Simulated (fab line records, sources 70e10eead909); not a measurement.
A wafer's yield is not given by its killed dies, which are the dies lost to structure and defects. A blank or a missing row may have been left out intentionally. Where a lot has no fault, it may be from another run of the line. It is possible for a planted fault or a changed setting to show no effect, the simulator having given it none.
fab line records ; flow nand-harc
record: lots: 12; wafers: 36; last-day: 33
route steps=1302 shown P_ZERO_WELL@19 P_STI@83
lots untouched by any fault: they come from a run of this same line in which no faults occurred
start-h: hours from the record's opening day to when the first of the lot's shown wafers began ; wait-h: how many hours have passed since the lot's step before this one ; " as in the row above ; L1.1+2: a single row standing in for several wafers ; - value missing, or start not given ; * or withheld: withheld ; < > ~ a bound
route shown NAME@n: names a module that has steps shown in the file, with the first one's number in the route ; usual: mean and standard deviation over wafers with no fault ; same: alike in all rows ; chamber/n: place in a boat ; sites: each site's reading ; _std_site: how widely they spread, as a standard deviation ; _edge_site: mean of outer sites minus mean of inner sites ; radius-mm: how far each site lies from the wafer's centre ; mask NAME#n: copy n ; behind: the last tool/chamber to shape the wafer ; hold: reason for holding the lot/hours on hold/outcome of the hold ; device: transistor that didn't switch, given as n, p or np ; end of line: the same wafers' tests at the end of the route ; a step without rows: its recipe alone ; killed: at the first sort, the dies lost to defects and structure; wafer yield is something else ; map: dies across one wafer; x = killed, . = not, _ = none there
set.NAME: the run value of the setting; set.NAME@STEP: its run value at that earlier step ; model.NAME: the simulator's own value behind a step, which no gauge read
route steps across a sampled set of lots; one table per step, one row per wafer
services: the hour from which a tool's chamber was out of use, counted from the record's first day as start-h (under 0 if before that day), plus the number of hours and why
== steps ==
step: NHARC_P_ZERO_WELL_ETCH_63
recipe: target-depth-a: 1200; time-s: 40.1; hbr-flow-sccm: 150; cl2-flow-sccm: 50; rf-w: 400; icp-w: 400; bias-w: 100; chemistry: HBr/Cl2
usual: chamber-pressure-mTorr: 14.998/0.014; drypump-motor-current-A: 6.0/0.47; oes-product-au: 1.001/0.01; rf-fwd-power-W: 394.9/2.1; throttle-valve-pct: 26.406/0.0092
lot.wafer;tool;chamber;start-h;wait-h;chamber-pressure-mTorr;drypump-motor-current-A;oes-product-au;rf-fwd-power-W;rf-hours-counter-h;throttle-valve-pct
L851.2;rie-si-06;3;62.04;-;15.004;6.4;0.992;396.7;1.0;26.418
L851.4;rie-si-06;0;62.04;-;14.969;6.3;1.006;396.7;1.0;26.410
L851.3;rie-si-06;2;62.04;-;15.032;6.5;0.986;394.9;1.0;26.410
L852.2;rie-si-06;3;71.66;-;15.008;6.5;1.001;396.7;1.1;26.410
L852.4;rie-si-06;1;71.66;-;15.025;5.6;1.003;394.1;0.8;26.408
L852.6;rie-si-06;3;71.66;-;14.991;6.4;0.981;396.2;-;26.414
L854.1;rie-si-04;1;91.67;-;14.993;5.8;0.998;396.6;0.5;26.416
L854.6;rie-si-04;0;91.67;-;15.011;6.3;0.993;393.8;-;26.418
L854.5;rie-si-04;1;91.67;-;14.976;5.8;0.996;397.0;-;26.391
L855.1;rie-si-06;3;101.68;-;14.981;6.5;0.992;395.4;0.1;26.409
L855.4;rie-si-06;0;101.68;-;15.010;6.3;1.016;396.5;0.1;26.396
L855.6;rie-si-06;2;101.68;-;14.988;6.5;0.997;394.7;-;26.412
L858.4;rie-si-04;0;131.65;-;15.006;6.3;1.006;393.9;0.7;26.399
L858.2;rie-si-04;3;131.65;-;14.991;5.3;1.005;392.0;0.8;26.398
L858.5;rie-si-04;1;131.65;-;15.012;5.7;0.987;398.9;-;26.411
L859.1;rie-si-02;3;141.95;-;15.010;5.6;1.011;395.6;0.2;26.408
L859.5;rie-si-02;1;141.95;-;15.002;5.8;0.986;392.2;-;26.413
L859.6;rie-si-02;2;141.95;-;14.987;5.3;1.010;392.8;-;26.422
L861.4;rie-si-02;3;161.69;-;15.008;5.6;1.014;395.1;0.3;26.418
L861.2;rie-si-02;0;161.69;-;14.999;5.4;0.991;394.3;0.3;26.406
L861.6;rie-si-02;1;161.69;-;15.009;5.8;0.987;390.1;-;26.414
L865.4;rie-si-06;3;201.68;-;15.008;6.5;0.993;397.2;0.7;26.403
L865.5;rie-si-06;1;201.68;-;15.008;5.5;1.008;394.1;-;26.418
L865.6;rie-si-06;2;201.68;-;15.015;6.5;1.006;396.1;-;26.406
L867.4;rie-si-06;1;221.70;-;14.998;5.5;1.018;393.5;1.0;26.400
L867.1;rie-si-06;3;221.70;-;15.005;6.4;0.999;393.9;0.8;26.407
L867.5;rie-si-06;0;221.70;-;15.017;6.3;1.010;396.2;-;26.415
L868.3;rie-si-06;0;231.65;-;14.991;6.3;1.004;396.7;1.0;26.412
L868.4;rie-si-06;1;231.65;-;15.001;5.5;0.999;393.8;1.1;26.388
L868.1;rie-si-06;2;231.65;-;15.005;6.5;1.002;395.5;0.9;26.403
L869.1;rie-si-06;3;241.53;-;15.006;6.4;0.994;394.9;0.9;26.420
L869.3;rie-si-06;1;241.53;-;15.006;5.5;1.000;396.2;1.2;26.397
L869.6;rie-si-06;0;241.53;-;15.030;6.3;1.007;395.6;-;26.407
L870.2;rie-si-02;2;251.55;-;15.010;5.4;1.009;392.9;0.8;26.395
L870.4;rie-si-02;3;251.55;-;15.004;5.6;1.010;393.4;0.8;26.400
L870.5;rie-si-02;1;251.55;-;14.988;5.8;0.980;389.3;-;26.416
step: NHARC_P_ZERO_WELL_EXPOSE_34
recipe: na: 0.6; target-cd-nm: 720; dose-mj: 22.31; mask-id: P_PWELL
lot.wafer;tool;chamber;start-h;wait-h;mask
L851.2+3+4;krf-scanner-03;0;64.33;-;P_PWELL#0
L852.2+4+6;krf-scanner-02;0;74.08;-;P_PWELL#0
L854.1+5+6;krf-scanner-02;0;93.94;-;P_PWELL#0
L855.1+4+6;krf-scanner-01;0;103.94;-;P_PWELL_R1#0
L858.2+4+5;krf-scanner-02;0;134.07;-;P_PWELL#0
L859.1+5+6;krf-scanner-03;0;144.23;-;P_PWELL#0
L861.2+4+6;krf-scanner-03;0;163.96;-;P_PWELL#0
L865.4+5+6;krf-scanner-02;0;204.07;-;P_PWELL#0
L867.1+4+5;krf-scanner-01;0;224.11;-;P_PWELL#0
L868.1+3+4;krf-scanner-02;0;234.06;-;P_PWELL#0
L869.1+3+6;krf-scanner-01;0;243.95;-;P_PWELL#0
L870.2+4+5;krf-scanner-02;0;253.81;-;P_PWELL#0
step: NHARC_P_ZERO_WELL_CD_MEAS_37
recipe: target-cd-nm: 720; landing-energy-ev: 500
usual: cd-nm: 719.4/1.9
lot.wafer;tool;chamber;start-h;wait-h;cd-nm
L851.2;cd-sem-02;0;64.48;-;718.7
L851.3;cd-sem-02;0;64.48;-;721.9
L851.4;cd-sem-02;0;64.48;-;715.8
L852.2;cd-sem-01;0;74.23;-;718.6
L852.4;cd-sem-01;0;74.23;-;718.9
L852.6;cd-sem-01;0;74.23;-;721.8
L854.1;cd-sem-01;0;94.09;-;720.9
L854.5;cd-sem-01;0;94.09;-;717.1
L854.6;cd-sem-01;0;94.09;-;720.4
L855.1;cd-sem-01;0;104.10;-;725.2
L855.4;cd-sem-01;0;104.10;-;726.6
L855.6;cd-sem-01;0;104.10;-;726.9
L858.2;cd-sem-02;0;134.22;-;717.4
L858.4;cd-sem-02;0;134.22;-;717.7
L858.5;cd-sem-02;0;134.22;-;718.1
L859.1;cd-sem-03;0;144.39;-;719.5
L859.5;cd-sem-03;0;144.39;-;723.0
L859.6;cd-sem-03;0;144.39;-;715.7
L861.2;cd-sem-03;0;164.11;-;718.1
L861.4;cd-sem-03;0;164.11;-;718.0
L861.6;cd-sem-03;0;164.11;-;718.6
L865.4;cd-sem-03;0;204.22;-;718.7
L865.5;cd-sem-03;0;204.22;-;717.9
L865.6;cd-sem-03;0;204.22;-;717.5
L867.1;cd-sem-02;0;224.26;-;722.0
L867.4;cd-sem-02;0;224.26;-;723.2
L867.5;cd-sem-02;0;224.26;-;722.5
L868.1;cd-sem-03;0;234.21;-;718.7
L868.3;cd-sem-03;0;234.21;-;717.6
L868.4;cd-sem-03;0;234.21;-;719.5
L869.1;cd-sem-02;0;244.11;-;718.0
L869.3;cd-sem-02;0;244.11;-;717.3
L869.6;cd-sem-02;0;244.11;-;717.7
L870.2;cd-sem-02;0;253.97;-;721.2
L870.4;cd-sem-02;0;253.97;-;719.0
L870.5;cd-sem-02;0;253.97;-;720.4
step: NHARC_P_ZERO_WELL_INSPECT_43
usual: raw-defect-count: 12/5.6
lot.wafer;tool;chamber;start-h;wait-h;raw-defect-count
L851.2;defect-inspect-02;-;67.95;0.5;8
L851.3;defect-inspect-02;-;67.95;0.5;9
L851.4;defect-inspect-02;-;67.95;0.5;9
L852.2;defect-inspect-01;-;77.67;0.5;14
L852.4;defect-inspect-01;-;77.67;0.5;14
L852.6;defect-inspect-01;-;77.67;0.5;20
L854.1;defect-inspect-02;-;97.42;0.6;8
L854.5;defect-inspect-02;-;97.42;0.6;14
L854.6;defect-inspect-02;-;97.42;0.6;6
L855.1;defect-inspect-02;-;107.49;0.6;18
L855.4;defect-inspect-02;-;107.49;0.6;12
L855.6;defect-inspect-02;-;107.49;0.6;18
L858.2;defect-inspect-01;-;137.71;0.5;10
L858.4;defect-inspect-01;-;137.71;0.5;14
L858.5;defect-inspect-01;-;137.71;0.5;23
L859.1;defect-inspect-01;-;147.84;0.6;7
L859.5;defect-inspect-01;-;147.84;0.6;8
L859.6;defect-inspect-01;-;147.84;0.6;15
L861.2;defect-inspect-02;-;167.60;0.5;16
L861.4;defect-inspect-02;-;167.60;0.5;13
L861.6;defect-inspect-02;-;167.60;0.5;13
L865.4;defect-inspect-02;-;207.88;0.2;16
L865.5;defect-inspect-02;-;207.88;0.2;12
L865.6;defect-inspect-02;-;207.88;0.2;20
L867.1;defect-inspect-02;-;227.80;0.6;11
L867.4;defect-inspect-02;-;227.80;0.6;10
L867.5;defect-inspect-02;-;227.80;0.6;13
L868.1;defect-inspect-02;-;237.67;0.6;10
L868.3;defect-inspect-02;-;237.67;0.6;12
L868.4;defect-inspect-02;-;237.67;0.6;4
L869.1;defect-inspect-02;-;247.57;0.6;7
L869.3;defect-inspect-02;-;247.57;0.6;6
L869.6;defect-inspect-02;-;247.57;0.6;7
L870.2;defect-inspect-02;-;257.50;0.5;10
L870.4;defect-inspect-02;-;257.50;0.5;9
L870.5;defect-inspect-02;-;257.50;0.5;6
step: NHARC_P_STI_CD_MEAS_09
recipe: target-cd-nm: 200; landing-energy-ev: 500
usual: cd-nm: 200.3/2.2
lot.wafer;tool;chamber;start-h;wait-h;cd-nm
L851.2;cd-sem-01;0;84.59;-;200.1
L851.3;cd-sem-01;0;84.59;-;202.1
L851.4;cd-sem-01;0;84.59;-;200.6
L852.2;cd-sem-03;0;95.27;-;199.2
L852.4;cd-sem-03;0;95.27;-;201.6
L852.6;cd-sem-03;0;95.27;-;202.1
L854.1;cd-sem-02;0;115.30;-;201.8
L854.5;cd-sem-02;0;115.30;-;199.4
L854.6;cd-sem-02;0;115.30;-;196.9
L855.1;cd-sem-03;0;122.79;-;200.3
L855.4;cd-sem-03;0;122.79;-;197.4
L855.6;cd-sem-03;0;122.79;-;200.2
L858.2;cd-sem-01;0;154.41;-;202.7
L858.4;cd-sem-01;0;154.41;-;205.0
L858.5;cd-sem-01;0;154.41;-;198.8
L859.1;cd-sem-03;0;162.83;-;200.8
L859.5;cd-sem-03;0;162.83;-;199.5
L859.6;cd-sem-03;0;162.83;-;200.0
L861.2;cd-sem-02;0;182.90;-;203.6
L861.4;cd-sem-02;0;182.90;-;204.4
L861.6;cd-sem-02;0;182.90;-;202.3
L865.4;cd-sem-01;0;225.29;-;201.9
L865.5;cd-sem-01;0;225.29;-;200.4
L865.6;cd-sem-01;0;225.29;-;200.4
L867.1;cd-sem-01;0;245.41;-;199.1
L867.4;cd-sem-01;0;245.41;-;199.8
L867.5;cd-sem-01;0;245.41;-;201.1
L868.1;cd-sem-02;0;252.68;-;200.4
L868.3;cd-sem-02;0;252.68;-;199.7
L868.4;cd-sem-02;0;252.68;-;198.2
L869.1;cd-sem-03;0;263.12;-;200.3
L869.3;cd-sem-03;0;263.12;-;201.9
L869.6;cd-sem-03;0;263.12;-;198.7
L870.2;cd-sem-02;0;272.85;-;201.2
L870.4;cd-sem-02;0;272.85;-;196.5
L870.5;cd-sem-02;0;272.85;-;198.9
== services ==
tool;chamber;start-h;hours;kind
krf-scanner-02;-;39.58;2.8;repair
krf-scanner-03;-;52.00;4.0;pm
rie-si-02;1;54.51;8.6;repair
rie-si-06;-;72.00;9.0;pm
rie-si-06;0;72.00;9.0;vent-cycle
rie-si-06;1;72.00;9.0;vent-cycle
rie-si-06;2;72.00;9.0;vent-cycle
krf-scanner-01;-;76.17;0.2;repair
krf-scanner-02;-;94.50;4.0;pm
rie-si-02;-;100.00;9.0;pm
krf-scanner-03;-;106.80;0.5;repair
krf-scanner-01;-;114.89;0.9;repair
rie-si-06;-;115.71;0.3;repair
krf-scanner-02;-;119.82;0.5;repair
krf-scanner-01;-;140.00;4.0;pm
rie-si-04;-;165.00;9.0;pm
rie-si-06;1;175.23;8.7;repair
rie-si-02;2;184.15;11.7;repair
rie-si-04;2;201.65;7.0;repair
rie-si-04;3;216.10;3.2;repair
rie-si-02;3;220.74;6.7;repair
krf-scanner-03;-;222.23;3.4;repair
rie-si-06;-;249.00;9.0;pm
krf-scanner-02;-;249.60;0.6;repair
== key ==
first-sign: step: NHARC_P_ZERO_WELL_EXPOSE_34; reading: mask; direction: changed
effect: step: NHARC_P_ZERO_WELL_CD_MEAS_37; reading: cd-nm; direction: up; sigmas: 3.5; usual: 719.4; struck: 726.2
met-at NHARC_P_ZERO_WELL_EXPOSE_34
struck-lots L855
tester-left-out L855
not-acting-at NHARC_P_ZERO_WELL_ETCH_63,NHARC_P_ZERO_WELL_INSPECT_43,NHARC_P_STI_CD_MEAS_09
fault: kind: wrong-mask; tool: any; chamber: -; onset-h: 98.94; steps: NHARC_P_ZERO_WELL_EXPOSE_34; aux-copy: P_PWELL_R1#0; cd-offset-nm: 7.8998; scope: struck-lots-only
tester-left-out: of these lots the tester's yield and bins aren't shown, on N5 and GAA mostly nor the transistor test; their killed dies are dies lost to structure and defects alone, not to doping, threshold or leakage, so they don't give the yield
